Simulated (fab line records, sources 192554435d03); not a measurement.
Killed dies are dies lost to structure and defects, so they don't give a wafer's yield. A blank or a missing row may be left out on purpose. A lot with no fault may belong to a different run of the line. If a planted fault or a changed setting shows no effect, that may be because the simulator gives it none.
fab line records	flow n5Finfet
record: lots: 7	wafers: 21
route steps=1938 shown BEOL_M1@755 BEOL_M2@881 BEOL_M3@974 BEOL_M4@1047 BEOL_M5@1120
startH: hours from the record's opening day to when the first of the lot's shown wafers began	waitH: how many hours have passed since the lot's step before this one	" same as the row above	L1.1+2: one row covering several wafers at once	- no value, or no start was given	* or withheld: withheld	< > ~ a bound
route shown NAME@n: names a module that has steps shown in the file, with the first one's number in the route	usual: mean/standard deviation taken from wafers without a fault	same: alike in all rows	chamber/n: place in a boat	sites: the reading at each site	_std_site: their standard deviation	_edge_site: outer sites' mean less inner sites'	radiusMm: for every site, how far away it sits from the centre of the wafer	mask NAME#n: copy n	behind: the last tool/chamber to shape the wafer	hold: why the lot went on hold/how many hours it stayed there/how the hold came to an end	device: names the non-switching transistor (n, p or np)	end of line: the tests these same wafers got at the end of their route	a step with no rows: only its recipe	killed: dies that structure and defects cost at the first sort, which is not the same as the wafer's yield	map: the dies of a wafer, with x for killed, . for not killed, _ for no die there
set.NAME: the setting that was run; set.NAME@STEP: the one run at that earlier step	model.NAME: the simulator's own value behind a step, which no gauge read
lots whose settings were changed on purpose; a table a step, a row a wafer
== steps ==
step: N5_BEOL_M1_COAT_61
recipe: resist: SOC	tempC: 250	timeS: 60	spinRpm: 1500	resistThkNm: 60
lot.wafer	tool	chamber	startH	waitH	set.spinRpm	model.SOC_of_BEOL_M1_COAT_61.thkNm
L077.1	lithoTrack-02	0	138.16	0.1	1412	62
L077.2+5	"	0	"	"	1500	60
L079.4	lithoTrack-01	0	149.64	0.1	1602	58.4
L079.5	"	0	"	"	1500	60.2
L079.6	"	0	"	"	1602	58.2
L082.1	lithoTrack-01	0	166.12	0.1	1500	60
L082.4+5	"	0	"	"	1500	60.2
L086.1	lithoTrack-02	0	198.13	0.1	1500	60.2
L086.3+5	"	0	"	"	1500	60
L087.2+5	lithoTrack-02	0	205.50	0.1	1500	60.2
L087.3	"	0	"	"	1403	62.4
L093.1	lithoTrack-01	0	236.46	0.1	1500	60
L093.5+6	"	0	"	"	1607	58.2
L097.1+4	lithoTrack-01	0	259.87	0.1	1405	62.2
L097.6	"	0	"	"	1500	60.2
step: N5_BEOL_M1_COAT_62
recipe: resist: SiARC	tempC: 220	timeS: 60	spinRpm: 1500	resistThkNm: 12
step: N5_BEOL_M1_COAT_73
recipe: resist: underlayer	tempC: 205	timeS: 60	spinRpm: 1500	resistThkNm: 5
step: N5_BEOL_M1_ETCH_74
recipe: chemistry: N2/H2	target: underlayer	targetDepthA: 65	maskMaterial: CAR-EUV	timeS: 5.2	ionEnergyEv: 200	pressureMtorr: 30	sourceW: 840	biasW: 150	n2FlowSccm: 200	h2FlowSccm: 200	ends: cleared
step: N5_BEOL_M1_ETCH_63
recipe: chemistry: CF4	target: SiARC	targetDepthA: 156	maskMaterial: CAR-EUV	timeS: 26	ionEnergyEv: 80	pressureMtorr: 40	sourceW: 545	biasW: 36	Ar_flow_sccm: 100	cf4FlowSccm: 100	ends: cleared
step: N5_BEOL_M1_ETCH_64
recipe: chemistry: N2/H2	target: SOC	targetDepthA: 750	overetchA: 150	maskMaterial: SiARC	tempC: 40	timeS: 112.5	ionEnergyEv: 200	pressureMtorr: 30	sourceW: 840	biasW: 150	n2FlowSccm: 200	h2FlowSccm: 200
lot.wafer	tool	chamber	startH	waitH	set.spinRpm@BEOL_M1_COAT_61	model.etch.depthNm
L077.1	rieDiel-03	2	138.62	0.0	1412	62.01
L077.2	"	1	"	"	1500	59.91
L077.5	"	0	"	"	1500	60.04
L079.4	rieDiel-05	1	150.41	0.0	1602	58.35
L079.5	"	2	"	"	1500	60.15
L079.6	"	1	"	"	1602	58.18
L082.1	rieDiel-05	0	166.58	0.0	1500	59.94
L082.4	"	2	"	"	1500	60.16
L082.5	"	0	"	"	1500	60.14
L086.1	rieDiel-03	3	198.96	0.0	1500	60.11
L086.3	"	1	"	"	1500	60.04
L086.5	"	1	"	"	1500	60.05
L087.2	rieDiel-06	1	206.09	0.0	1500	60.2
L087.3	"	2	"	"	1403	62.37
L087.5	"	2	"	"	1500	60.3
L093.1	rieDiel-05	2	237.05	0.0	1500	60.07
L093.5	"	3	"	"	1607	58.14
L093.6	"	0	"	"	1607	58.28
L097.1	rieDiel-03	2	260.33	0.0	1405	62.21
L097.4	"	1	"	"	1405	62.11
L097.6	"	1	"	"	1500	60.25
step: N5_BEOL_M1_STRIP_65
recipe: chemistry: N2/H2	tempC: 40	n2FlowSccm: 200	h2FlowSccm: 200	rfFrequencyHz: 6e+07
step: N5_BEOL_M1_STRIP_75
recipe: chemistry: N2/H2	tempC: 40	n2FlowSccm: 200	h2FlowSccm: 200	rfFrequencyHz: 6e+07
step: N5_BEOL_M1_STRIP_66
recipe: chemistry: CF4	resist: SiARC	powerW: 300	biasPowerW: 75	pressureMtorr: 50	cf4FlowSccm: 150	rfFrequencyHz: 6e+07
step: N5_BEOL_M1_HM_OPEN_17
recipe: chemistry: Cl2/BCl3	targetDepthA: 200	overetchA: 60	target: TiN	maskMaterial: SOC	ionEnergyEv: 150	pressureMtorr: 10	icpW: 1000	biasW: 126	Cl2_flow_sccm: 53.25	bcl3FlowSccm: 21.75	Ar_flow_sccm: 25
lot.wafer	tool	chamber	startH	waitH	set.spinRpm@BEOL_M1_COAT_61	model.SOC_of_BEOL_M1_COAT_61.thkNm
L077.1	rieMetal-01	1	138.79	0.0	1412	54.4
L077.2	"	1	"	"	1500	52.2
L077.5	"	1	"	"	1500	52.4
L079.4	rieMetal-03	0	150.61	0.1	1602	50.8
L079.5	"	1	"	"	1500	52
L079.6	"	0	"	"	1602	50.6
L082.1	rieMetal-03	0	166.75	0.0	1500	52.4
L082.4	"	1	"	"	1500	52
L082.5	"	0	"	"	1500	52.6
L086.1+5	rieMetal-01	1	199.13	0.0	1500	52.4
L086.3	"	1	"	"	1500	52.2
L087.2+5	rieMetal-02	0	206.29	0.1	1500	52.4
L087.3	"	0	"	"	1403	54.6
L093.1	rieMetal-03	1	237.22	0.0	1500	52
L093.5	"	1	"	"	1607	50
L093.6	"	0	"	"	1607	50.6
L097.1	rieMetal-03	0	260.50	0.0	1405	54.6
L097.4	"	1	"	"	1405	54.2
L097.6	"	1	"	"	1500	52.2
step: N5_BEOL_M2_ETCH_69
recipe: chemistry: CF4	target: SiARC	targetDepthA: 156	maskMaterial: CAR-EUV	timeS: 26	ionEnergyEv: 80	pressureMtorr: 40	sourceW: 545	biasW: 36	Ar_flow_sccm: 100	cf4FlowSccm: 100	ends: cleared
usual: rfVppV: 184.1/1
lot.wafer	tool	chamber	startH	waitH	set.biasW	rfVppV
L077.1	rieDiel-01	2	148.12	0.0	36	182.8
L077.2	"	3	"	"	36	185.0
L077.5	"	2	"	"	31.42	167.8
L079.4	rieDiel-01	1	162.59	0.0	36	185.4
L079.5	"	0	"	"	34.37	177.2
L079.6	"	3	"	"	34.37	179.4
L082.1	rieDiel-01	0	185.71	0.0	36	181.4
L082.4	"	2	"	"	36	183.4
L082.5	"	2	"	"	36	183.6
L086.1	rieDiel-01	1	213.55	0.0	36	184.4
L086.3	"	0	"	"	40.49	196.4
L086.5	"	3	"	"	36	183.5
L087.2	rieDiel-01	1	220.25	0.0	33.3	175.5
L087.3	"	3	"	"	36	184.9
L087.5	"	3	"	"	36	183.1
L093.1	rieDiel-01	1	247.13	0.0	40.87	201.6
L093.5	"	1	"	"	36	184.9
L093.6	"	2	"	"	36	183.0
L097.1	rieDiel-04	2	279.13	0.0	32.36	172.4
L097.4	"	1	"	"	36	185.0
L097.6	"	1	"	"	36	184.7
step: N5_BEOL_M2_TRENCH_ETCH_37
recipe: chemistry: C4F6/O2	targetDepthA: 555.55	target: SiOC	timeS: 29.2	ionEnergyEv: 250	pressureMtorr: 30	sourceW: 355	biasW: 185	Ar_flow_sccm: 300	C4F6_flow_sccm: 10	O2_flow_sccm: 10
usual: rfVppV: 662/10
lot.wafer	tool	chamber	startH	waitH	set.sourceW	rfVppV	model.etch.depthNm	model.BEOL_M2.featureDepthNm
L077.1	rieDiel-02	1	-	-	355	655	55.71	55.8
L077.2	"	2	"	"	355	659	55.41	55.4
L077.5	"	1	"	"	405.8	611	57.79	57.8
L079.4	rieDiel-01	0	-	-	331.1	676	52.36	52.4
L079.5	"	1	"	"	355	677	56.04	56
L079.6	"	0	"	"	331.1	677	52.3	52.2
L082.1	rieDiel-01	0	-	-	355	653	54.29	54.2
L082.4	"	3	"	"	355	675	54.5	54.6
L082.5	"	3	"	"	355	676	54.87	54.8
L086.1	rieDiel-04	1	-	-	355	660	56.6	56.6
L086.3	"	2	"	"	355	661	55.9	55.8
L086.5	"	3	"	"	377.1	658	57.98	58
L087.2	rieDiel-02	1	-	-	355	654	55.78	55.8
L087.3	"	3	"	"	355	662	54.94	55
L087.5	"	1	"	"	355	654	55.38	55.4
L093.1	rieDiel-01	2	-	-	355	668	54.53	54.6
L093.5	"	0	"	"	355	651	54.3	54.4
L093.6	"	2	"	"	355	667	54.78	54.8
L097.1	rieDiel-02	2	-	-	355	659	55.82	55.8
L097.4	"	1	"	"	415.5	604	58.65	58.6
L097.6	"	1	"	"	355	654	55.1	55
step: N5_BEOL_M3_ETCH_70
recipe: chemistry: N2/H2	target: SOC	targetDepthA: 800	overetchA: 160	maskMaterial: SiARC	tempC: 40	timeS: 120	ionEnergyEv: 200	pressureMtorr: 30	sourceW: 840	biasW: 150	n2FlowSccm: 200	h2FlowSccm: 200
usual: rfVppV: 524.2/2.6
lot.wafer	tool	chamber	startH	waitH	set.biasW	rfVppV	model.SiARC_of_BEOL_M3_COAT_68.thkNm
L077.1	rieDiel-06	2	161.39	0.0	127	467.9	7.4
L077.2	"	3	"	"	150	521.6	6.6
L077.5	"	3	"	"	150	522.6	6.6
L079.4	rieDiel-05	0	179.46	0.0	140.5	505.7	6.8
L079.5	"	2	"	"	150	522.8	6.2
L079.6	"	1	"	"	140.5	501.6	6.8
L082.1	rieDiel-06	3	211.06	0.0	150	521.5	6.6
L082.4	"	2	"	"	150	520.6	6.2
L082.5	"	3	"	"	150	523.0	6.6
L086.1	rieDiel-03	1	231.87	0.0	150	522.8	6.4
L086.3	"	2	"	"	140.8	505.0	7.2
L086.5	"	1	"	"	140.8	501.8	7
L087.2	rieDiel-06	2	234.93	0.0	128.8	479.2	7.2
L087.3	"	1	"	"	150	526.3	6.4
L087.5	"	3	"	"	128.8	474.2	7.6
L093.1	rieDiel-05	0	269.56	0.0	137.5	499.7	7
L093.5	"	3	"	"	150	527.4	6.2
L093.6	"	2	"	"	137.5	494.7	6.8
L097.1	rieDiel-03	3	296.79	0.0	150	523.3	6.6
L097.4	"	2	"	"	150	525.7	6.6
L097.6	"	1	"	"	150	524.4	6.6
step: N5_BEOL_M4_COAT_67
recipe: resist: SOC	tempC: 250	timeS: 60	spinRpm: 1500	resistThkNm: 60
lot.wafer	tool	chamber	startH	waitH	set.spinRpm	model.SOC_of_BEOL_M4_COAT_67.thkNm
L077.1+2+5	lithoTrack-04	0	167.45	0.0	1500	60
L079.4+6	lithoTrack-01	0	186.52	0.0	1500	60
L079.5	"	0	"	"	1361	63
L082.1+4+5	lithoTrack-04	0	219.58	0.0	1500	59.8
L086.1	lithoTrack-04	0	239.80	0.0	1570	58.8
L086.3+5	"	0	"	"	1500	60
L087.2+5	lithoTrack-01	0	242.48	0.0	1500	60
L087.3	"	0	"	"	1543	59
L093.1	lithoTrack-04	0	276.18	0.0	1500	60
L093.5	"	0	"	"	1500	59.8
L093.6	"	0	"	"	1560	58.8
L097.1	lithoTrack-05	0	304.63	0.0	1404	61.6
L097.4	"	0	"	"	1404	62
L097.6	"	0	"	"	1500	60.2
step: N5_BEOL_M4_EXPOSE_25
recipe: maskId: V3	na: 0.33	sourceShape: quasar	sigmaInner: 0.2	sigmaOuter: 0.8	polarization: unpolarized	defocusNm: 5	doseMj: 63
lot.wafer	tool	chamber	startH	waitH	mask	set.doseMj
L077.1+2	euvScanner-01	0	167.58	-	V3#0	63
L077.5	"	0	"	"	V3#0	61.25
L079.4+5	euvScanner-02	0	186.81	-	V3#0	64.5
L079.6	"	0	"	"	V3#0	63
L082.1+4+5	euvScanner-01	0	219.84	-	V3#0	63
L086.1+5	euvScanner-02	0	239.94	-	V3#0	63
L086.3	"	0	"	"	V3#0	64.47
L087.2+5	euvScanner-02	0	242.63	-	V3#0	61.03
L087.3	"	0	"	"	V3#0	63
L093.1+5+6	euvScanner-01	0	276.44	-	V3#0	63
L097.1+4	euvScanner-01	0	304.77	-	V3#0	63
L097.6	"	0	"	"	V3#0	66.47
step: N5_BEOL_M4_PEB_26
recipe: pebTempC: 100	pebTimeS: 60	resist: CAR-EUV
step: N5_BEOL_M4_DEVELOP_27
recipe: developTimeS: 30	developer: TMAH	resist: CAR-EUV	rinseLiquid: surfactantRinse	dry: airSpin	devTempC: 23
step: N5_BEOL_M4_CD_MEAS_28
recipe: targetCdNm: 26.2	landingEnergyEv: 500	detector: seInlens	targetCdYNm: 24.1	polarity: opening
usual: cdNm: 26.13/0.23
lot.wafer	tool	chamber	startH	waitH	set.doseMj@BEOL_M4_EXPOSE_25	cdNm
L077.1	cdSem-03	0	167.73	-	63	26.57
L077.2	"	0	"	"	63	26.28
L077.5	"	0	"	"	61.25	26.09
L079.4	cdSem-03	0	186.93	-	64.5	26.74
L079.5	"	0	"	"	64.5	26.71
L079.6	"	0	"	"	63	25.90
L082.1	cdSem-03	0	219.99	-	63	26.07
L082.4	"	0	"	"	63	26.14
L082.5	"	0	"	"	63	26.16
L086.1	cdSem-02	0	240.08	-	63	25.90
L086.3	"	0	"	"	64.47	26.77
L086.5	"	0	"	"	63	26.30
L087.2	cdSem-02	0	242.77	-	61.03	25.38
L087.3	"	0	"	"	63	26.03
L087.5	"	0	"	"	61.03	25.41
L093.1	cdSem-02	0	276.58	-	63	26.10
L093.5	"	0	"	"	63	26.16
L093.6	"	0	"	"	63	26.19
L097.1	cdSem-03	0	304.91	-	63	26.08
L097.4	"	0	"	"	63	26.16
L097.6	"	0	"	"	66.47	27.29
step: N5_BEOL_M4_ALD_98
recipe: material: SiO2	targetThkA: 25	tempC: 100	aldPrecursorFamily: BDEAS	aldCoReactant: O2-plasma	pulseTimeS: 1	coReactantPulseTimeS: 1	purgeTimeS: 2	coReactantPurgeTimeS: 2	aldCycles: 17	pressureTorr: 2
step: N5_BEOL_M4_ETCHBACK_99
recipe: chemistry: CHF3	target: SiO2	targetDepthA: 50	timeS: 10.4	sourceW: 215	biasW: 47	Ar_flow_sccm: 200	CHF3_flow_sccm: 12	ionEnergyEv: 100	pressureMtorr: 30
step: N5_BEOL_M4_ETCH_70
recipe: chemistry: N2/H2	target: SOC	targetDepthA: 800	overetchA: 240	maskMaterial: SiARC	tempC: 40	timeS: 130	ionEnergyEv: 200	pressureMtorr: 30	sourceW: 840	biasW: 150	n2FlowSccm: 200	h2FlowSccm: 200
lot.wafer	tool	chamber	startH	waitH	set.spinRpm@BEOL_M4_COAT_67	model.etch.depthNm
L077.1	rieDiel-02	3	175.27	0.0	1500	59.94
L077.2	"	1	"	"	1500	59.96
L077.5	"	3	"	"	1500	60.1
L079.4+6	rieDiel-02	1,2	197.86	0.0	1500	60.02
L079.5	"	3	"	"	1361	63.09
L082.1	rieDiel-02	0	222.42	0.0	1500	59.75
L082.4	"	3	"	"	1500	59.8
L082.5	"	2	"	"	1500	59.73
L086.1	rieDiel-02	1	245.16	0.0	1570	58.77
L086.3	"	0	"	"	1500	59.98
L086.5	"	0	"	"	1500	59.97
L087.2+5	rieDiel-04	3,1	249.36	0.0	1500	60.02
L087.3	"	1	"	"	1543	59.06
L093.1	rieDiel-02	2	279.73	0.0	1500	60.07
L093.5	"	0	"	"	1500	59.85
L093.6	"	3	"	"	1560	58.89
L097.1	rieDiel-01	0	305.96	0.0	1404	61.64
L097.4	"	1	"	"	1404	61.94
L097.6	"	3	"	"	1500	60.11
step: N5_BEOL_M4_STRIP_71
recipe: chemistry: N2/H2	tempC: 40	n2FlowSccm: 200	h2FlowSccm: 200	rfFrequencyHz: 6e+07
step: N5_BEOL_M4_STRIP_78
recipe: chemistry: N2/H2	tempC: 40	n2FlowSccm: 200	h2FlowSccm: 200	rfFrequencyHz: 6e+07
step: N5_BEOL_M4_VIA_ETCH_34
recipe: chemistry: C4F6/O2	targetDepthA: 694	maskMaterial: SOC	pressureMtorr: 15	ionEnergyEv: 250	taperDeg: 4	timeS: 65.9	sourceW: 350	biasW: 170	Ar_flow_sccm: 300	C4F6_flow_sccm: 10	O2_flow_sccm: 10
lot.wafer	tool	chamber	startH	waitH	set.spinRpm@BEOL_M4_COAT_67	model.SOC_of_BEOL_M4_COAT_67.thkNm
L077.1+5	rieDiel-02	3	175.38	0.0	1500	51.8
L077.2	"	1	"	"	1500	51.6
L079.4+6	rieDiel-02	1,2	197.97	0.0	1500	51.8
L079.5	"	3	"	"	1361	54.8
L082.1+5	rieDiel-02	0,2	222.52	0.0	1500	51.6
L082.4	"	3	"	"	1500	51.8
L086.1	rieDiel-02	1	245.27	0.0	1570	50.6
L086.3+5	"	0	"	"	1500	52
L087.2+5	rieDiel-04	3,1	249.47	0.0	1500	51.6
L087.3	"	1	"	"	1543	50.6
L093.1+5	rieDiel-02	2,0	279.84	0.0	1500	51.8
L093.6	"	3	"	"	1560	50.8
L097.1	rieDiel-01	0	306.07	0.0	1404	53.8
L097.4	"	1	"	"	1404	53.4
L097.6	"	3	"	"	1500	51.6
step: N5_BEOL_M5_COAT_05
recipe: resist: CAR-EUV	spinRpm: 1500	resistThkNm: 30
lot.wafer	tool	chamber	startH	waitH	set.spinRpm	model.CAR-EUV_of_BEOL_M5_COAT_05.thkNm
L077.1	lithoTrack-03	0	-	-	1646	28.6
L077.2+5	"	0	"	"	1500	30
L079.4	lithoTrack-04	0	-	-	1500	30.2
L079.5+6	"	0	"	"	1354	31.6
L082.1+5	lithoTrack-03	0	-	-	1500	29.8
L082.4	"	0	"	"	1500	30
L086.1+3+5	lithoTrack-04	0	-	-	1500	30
L087.2	lithoTrack-03	0	-	-	1500	29.8
L087.3	"	0	"	"	1500	30
L087.5	"	0	"	"	1456	30.2
L093.1+6	lithoTrack-02	0	-	-	1500	29.8
L093.5	"	0	"	"	1500	30
L097.1+4+6	lithoTrack-03	0	-	-	1500	29.8
step: N5_BEOL_M5_EBR_07
recipe: solvent: PGMEA	ebrWidthMm: 1.5
step: N5_BEOL_M5_SOFTBAKE_06
recipe: tempC: 110	timeS: 60	resist: CAR-EUV
step: N5_BEOL_M5_EXPOSE_08
recipe: maskId: M5	na: 0.33	sourceShape: annular	sigmaInner: 0.4	sigmaOuter: 0.8	polarization: unpolarized	targetCdNm: 28	doseMj: 35.75
step: N5_BEOL_M5_PEB_09
recipe: pebTempC: 100	pebTimeS: 60	resist: CAR-EUV
step: N5_BEOL_M5_DEVELOP_10
recipe: developTimeS: 30	developer: TMAH	resist: CAR-EUV	rinseLiquid: surfactantRinse	dry: airSpin	devTempC: 23
lot.wafer	tool	chamber	startH	waitH	set.spinRpm@BEOL_M5_COAT_05	model.CAR-EUV_of_BEOL_M5_COAT_05.thkNm
L077.1	lithoTrack-02	0	-	-	1646	28.2
L077.2	"	0	"	"	1500	29.6
L077.5	"	0	"	"	1500	29.4
L079.4	lithoTrack-04	0	-	-	1500	29.6
L079.5+6	"	0	"	"	1354	31.2
L082.1+4+5	lithoTrack-02	0	-	-	1500	29.4
L086.1+3+5	lithoTrack-03	0	-	-	1500	29.6
L087.2	lithoTrack-02	0	-	-	1500	29.4
L087.3	"	0	"	"	1500	29.6
L087.5	"	0	"	"	1456	29.8
L093.1+5+6	lithoTrack-03	0	-	-	1500	29.4
L097.1+4+6	lithoTrack-03	0	-	-	1500	29.4
step: N5_BEOL_M5_ETCH_72
recipe: chemistry: N2/H2	target: underlayer	targetDepthA: 65	maskMaterial: CAR-EUV	timeS: 5.2	ionEnergyEv: 200	pressureMtorr: 30	sourceW: 840	biasW: 150	n2FlowSccm: 200	h2FlowSccm: 200	ends: cleared
usual: rfVppV: 524.1/2.9
lot.wafer	tool	chamber	startH	waitH	set.biasW	rfVppV
L077.1	rieDiel-05	1	184.74	0.0	150	520.0
L077.2	"	0	"	"	150	526.9
L077.5	"	2	"	"	150	520.9
L079.4	rieDiel-06	1	206.28	0.0	171.5	573.9
L079.5	"	2	"	"	150	518.0
L079.6	"	3	"	"	150	521.6
L082.1	rieDiel-05	3	230.32	0.0	150	526.7
L082.4	"	1	"	"	150	521.0
L082.5	"	1	"	"	150	520.9
L086.1	rieDiel-03	0	254.66	0.0	150	523.2
L086.3	"	2	"	"	150	525.3
L086.5	"	1	"	"	150	524.4
L087.2	rieDiel-05	1	258.88	0.0	150	521.9
L087.3	"	3	"	"	150	527.7
L087.5	"	1	"	"	150	520.5
L093.1	rieDiel-06	0	287.57	0.0	159.6	548.6
L093.5	"	1	"	"	150	527.1
L093.6	"	0	"	"	159.6	546.7
L097.1	rieDiel-03	3	313.70	0.0	141.7	505.5
L097.4	"	0	"	"	150	525.3
L097.6	"	1	"	"	141.7	506.6
== key ==
split: step: N5_BEOL_M1_COAT_61	setting: spinRpm	stated: 1500	by: wafer
response: step: N5_BEOL_M1_COAT_61	reading: model.SOC_of_BEOL_M1_COAT_61.thkNm	change: -0.302	per: 1%	r: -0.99
response: step: N5_BEOL_M1_ETCH_64	reading: model.etch.depthNm	change: -0.299	per: 1%	r: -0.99
response: step: N5_BEOL_M1_HM_OPEN_17	reading: model.SOC_of_BEOL_M1_COAT_61.thkNm	change: -0.288	per: 1%	r: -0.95
split: step: N5_BEOL_M2_ETCH_69	setting: biasW	stated: 36	by: wafer
response: step: N5_BEOL_M2_ETCH_69	reading: rfVppV	change: +1.21	per: 1%	r: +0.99
split: step: N5_BEOL_M2_TRENCH_ETCH_37	setting: sourceW	stated: 355	by: wafer
response: step: N5_BEOL_M2_TRENCH_ETCH_37	reading: rfVppV	change: -2.7	per: 1%	r: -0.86
response: step: N5_BEOL_M2_TRENCH_ETCH_37	reading: model.etch.depthNm	change: +0.21	per: 1%	r: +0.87
response: step: N5_BEOL_M2_TRENCH_ETCH_37	reading: model.BEOL_M2.featureDepthNm	change: +0.211	per: 1%	r: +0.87
split: step: N5_BEOL_M3_ETCH_70	setting: biasW	stated: 150	by: wafer
response: step: N5_BEOL_M3_ETCH_70	reading: rfVppV	change: +3.48	per: 1%	r: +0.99
response: step: N5_BEOL_M3_ETCH_70	reading: model.SiARC_of_BEOL_M3_COAT_68.thkNm	change: -0.0693	per: 1%	r: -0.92
split: step: N5_BEOL_M4_COAT_67	setting: spinRpm	stated: 1500	by: wafer
response: step: N5_BEOL_M4_COAT_67	reading: model.SOC_of_BEOL_M4_COAT_67.thkNm	change: -0.295	per: 1%	r: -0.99
response: step: N5_BEOL_M4_ETCH_70	reading: model.etch.depthNm	change: -0.3	per: 1%	r: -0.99
response: step: N5_BEOL_M4_VIA_ETCH_34	reading: model.SOC_of_BEOL_M4_COAT_67.thkNm	change: -0.312	per: 1%	r: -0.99
split: step: N5_BEOL_M4_EXPOSE_25	setting: doseMj	stated: 63	by: wafer
response: step: N5_BEOL_M4_CD_MEAS_28	reading: cdNm	change: +0.219	per: 1%	r: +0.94
split: step: N5_BEOL_M5_COAT_05	setting: spinRpm	stated: 1500	by: wafer
response: step: N5_BEOL_M5_COAT_05	reading: model.CAR-EUV_of_BEOL_M5_COAT_05.thkNm	change: -0.142	per: 1%	r: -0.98
response: step: N5_BEOL_M5_DEVELOP_10	reading: model.CAR-EUV_of_BEOL_M5_COAT_05.thkNm	change: -0.147	per: 1%	r: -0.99
split: step: N5_BEOL_M5_ETCH_72	setting: biasW	stated: 150	by: wafer
response: step: N5_BEOL_M5_ETCH_72	reading: rfVppV	change: +3.65	per: 1%	r: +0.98
